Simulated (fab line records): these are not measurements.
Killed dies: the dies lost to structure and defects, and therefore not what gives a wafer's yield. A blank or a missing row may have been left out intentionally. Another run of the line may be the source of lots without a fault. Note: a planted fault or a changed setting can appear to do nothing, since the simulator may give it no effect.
Chamber matching -- flow nand harc -- 4 sister chambers for NHARC_HYBRID_BOND_ACTIVATE_00 on rie diel-01
The step chemistry N2, time 60 s. 4 wafers are shown with their chamber, then 7 later ones without.

## EACH WAFER AND ITS CHAMBER
wafer,chamber,drypump motor current A (A)
L952.1,1,6.5
L950.6,3,5.3
L955.2,2,5.4
L955.4,0,5.1

## WAFERS WITHOUT THEIR CHAMBER
wafer,drypump motor current A (A)
L955.5,5.4
L956.2,5.3
L956.3,5.1
L956.5,5.1
L965.1,5.2
L965.3,5.4
L965.5,6.5

## WHICH CHAMBER EACH ONE RAN IN
wafer,from the rows above,in truth
L955.5,2,2
L956.2,3,3
L956.3,0,0
L956.5,0,0
L965.1,can't be placed: 3 or 0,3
L965.3,2,2
L965.5,1,1
Correct placement for 6 of the 7. From these rows, 1 cannot be placed; in 1 the true chamber is one of the candidates. Number placed wrongly: 0.
How it was worked out, from the rows above alone: a wafer's distance from a chamber is the root of the sum, over the readings, of the square of ((its reading less the chamber's mean) divided by the reading's scatter). The wafer belongs to the nearest chamber; if the next one is less than 2 further off, it can't be placed. The mean given for a chamber averages the wafers shown for that chamber. The scatter: root of mean squared gap, hidden wafer to nearest shown wafer, with one shown wafer a chamber.
